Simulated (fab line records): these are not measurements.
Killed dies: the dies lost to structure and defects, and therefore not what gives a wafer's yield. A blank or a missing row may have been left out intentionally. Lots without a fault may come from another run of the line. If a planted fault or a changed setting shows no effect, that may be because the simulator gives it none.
Chamber matching || flow n5 finfet || N5_BEOL_M9_DEP_56 on pecvd-02: 3 sister chambers
The step deposits SiCN from 3MS/NH3, target thk 15 nm, time 26.5 s. 6 wafers are shown with their chamber, then 7 later ones without.

## WAFERS, EACH WITH ITS CHAMBER
{"wafer": "L771.4", "chamber": 1, "throttle valve pct (%)": 8.6, "showerhead plenum p Torr (Torr)": 3.674}
{"wafer": "L773.5", "chamber": 2, "throttle valve pct (%)": 9.0, "showerhead plenum p Torr (Torr)": 3.664}
{"wafer": "L774.1", "chamber": 1, "throttle valve pct (%)": 8.4, "showerhead plenum p Torr (Torr)": 3.676}
{"wafer": "L774.3", "chamber": 2, "throttle valve pct (%)": 8.8, "showerhead plenum p Torr (Torr)": 3.664}
{"wafer": "L779.3", "chamber": 0, "throttle valve pct (%)": 9.3, "showerhead plenum p Torr (Torr)": 3.679}
{"wafer": "L779.4", "chamber": 0, "throttle valve pct (%)": 9.3, "showerhead plenum p Torr (Torr)": 3.667}

## WAFERS WHOSE CHAMBER IS MISSING
{"wafer": "L779.6", "throttle valve pct (%)": 8.9, "showerhead plenum p Torr (Torr)": 3.662}
{"wafer": "L784.3", "throttle valve pct (%)": 8.9, "showerhead plenum p Torr (Torr)": 3.676}
{"wafer": "L784.5", "throttle valve pct (%)": 8.8, "showerhead plenum p Torr (Torr)": 3.665}
{"wafer": "L784.6", "throttle valve pct (%)": 9.1, "showerhead plenum p Torr (Torr)": 3.688}
{"wafer": "L788.1", "throttle valve pct (%)": 9.3, "showerhead plenum p Torr (Torr)": 3.677}
{"wafer": "L788.4", "throttle valve pct (%)": 9.3, "showerhead plenum p Torr (Torr)": 3.686}
{"wafer": "L788.5", "throttle valve pct (%)": 8.7, "showerhead plenum p Torr (Torr)": 3.678}

## WHICH CHAMBER EACH WENT THROUGH
{"wafer": "L779.6", "from the rows above": 2, "in truth": 2}
{"wafer": "L784.3", "from the rows above": "can't be placed: 2 or 1 or 0", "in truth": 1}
{"wafer": "L784.5", "from the rows above": 2, "in truth": 2}
{"wafer": "L784.6", "from the rows above": "can't be placed: 0 or 2", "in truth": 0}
{"wafer": "L788.1", "from the rows above": 0, "in truth": 0}
{"wafer": "L788.4", "from the rows above": 0, "in truth": 0}
{"wafer": "L788.5", "from the rows above": "can't be placed: 1 or 2", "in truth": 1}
Placed correctly: 4 of 7. Not placeable from these rows: 3 (in 3, the candidates include the true chamber). 0 placed wrongly.
How it was worked out, from the rows above alone: a wafer's distance from a chamber is the root of the sum, over the readings, of the square of ((its reading less the chamber's mean) divided by the reading's scatter). If the next closest chamber is less than 2 further off than the closest, the wafer can't be placed; otherwise it belongs to the closest. A chamber's mean is the mean of its shown wafers. The scatter is the square root of a quotient: the sum, over the shown wafers, of each reading's squared deviation from its chamber's mean, divided by wafers minus chambers.
